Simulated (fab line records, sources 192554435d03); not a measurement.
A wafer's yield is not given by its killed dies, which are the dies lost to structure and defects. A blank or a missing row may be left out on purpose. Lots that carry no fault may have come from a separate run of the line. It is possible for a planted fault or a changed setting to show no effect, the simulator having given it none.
Matching of chambers | flow n5-finfet | N5_SD_EPI_P_SD_RECESS_17 on rie-si-01 has 4 sister chambers
The step chemistry HBr/Cl2/O2, target depth 39.1 nm, bt time 3 s. 8 wafers are shown with their chamber, then 11 later ones without.

== WAFERS PAIRED WITH THEIR CHAMBERS ==
wafer  | chamber | drypump-motor-current-A (A) | oes-product-au (a.u.)
L082.6 | 2       | 5.1                         | 1.003
L086.5 | 0       | 5.1                         | 0.995
L088.2 | 1       | 5.7                         | 0.983
L088.5 | 2       | 5.0                         | 0.986
L089.1 | 3       | 4.8                         | 0.995
L089.2 | 1       | 5.6                         | 0.989
L089.5 | 3       | 4.8                         | 0.999
L090.1 | 0       | 5.2                         | 0.992

== WAFERS MISSING THEIR CHAMBER ==
wafer  | drypump-motor-current-A (A) | oes-product-au (a.u.)
L090.4 | 5.1                         | 0.988
L090.5 | 4.8                         | 0.995
L091.3 | 4.8                         | 1.002
L091.4 | 5.1                         | 0.994
L091.5 | 4.7                         | 1.000
L095.2 | 5.1                         | 0.995
L095.5 | 5.1                         | 0.989
L095.6 | 5.7                         | 0.984
L097.2 | 4.8                         | 0.991
L097.4 | 5.2                         | 1.005
L097.6 | 5.0                         | 0.991

== WHICH CHAMBER EACH ONE RAN IN ==
wafer  | from the rows above     | in truth
L090.4 | can't be placed: 0 or 2 | 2
L090.5 | 3                       | 3
L091.3 | 3                       | 3
L091.4 | can't be placed: 2 or 0 | 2
L091.5 | 3                       | 3
L095.2 | can't be placed: 2 or 0 | 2
L095.5 | can't be placed: 0 or 2 | 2
L095.6 | 1                       | 1
L097.2 | 3                       | 3
L097.4 | can't be placed: 0 or 2 | 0
L097.6 | can't be placed: 2 or 0 | 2
Placed correctly: 5 of 11. Cannot be placed on the basis of these rows: 6; the candidates contain the true chamber in 6. 0 placed wrongly.
How it was worked out, from the rows above alone: a wafer's distance from a chamber is the root of the sum, over the readings, of the square of ((its reading less the chamber's mean) divided by the reading's scatter). If the next closest chamber is less than 2 further off than the closest, the wafer can't be placed; otherwise it belongs to the closest. A chamber's mean is the mean of its shown wafers. The scatter is the square root of a quotient: the sum, over the shown wafers, of each reading's squared deviation from its chamber's mean, divided by wafers minus chambers.
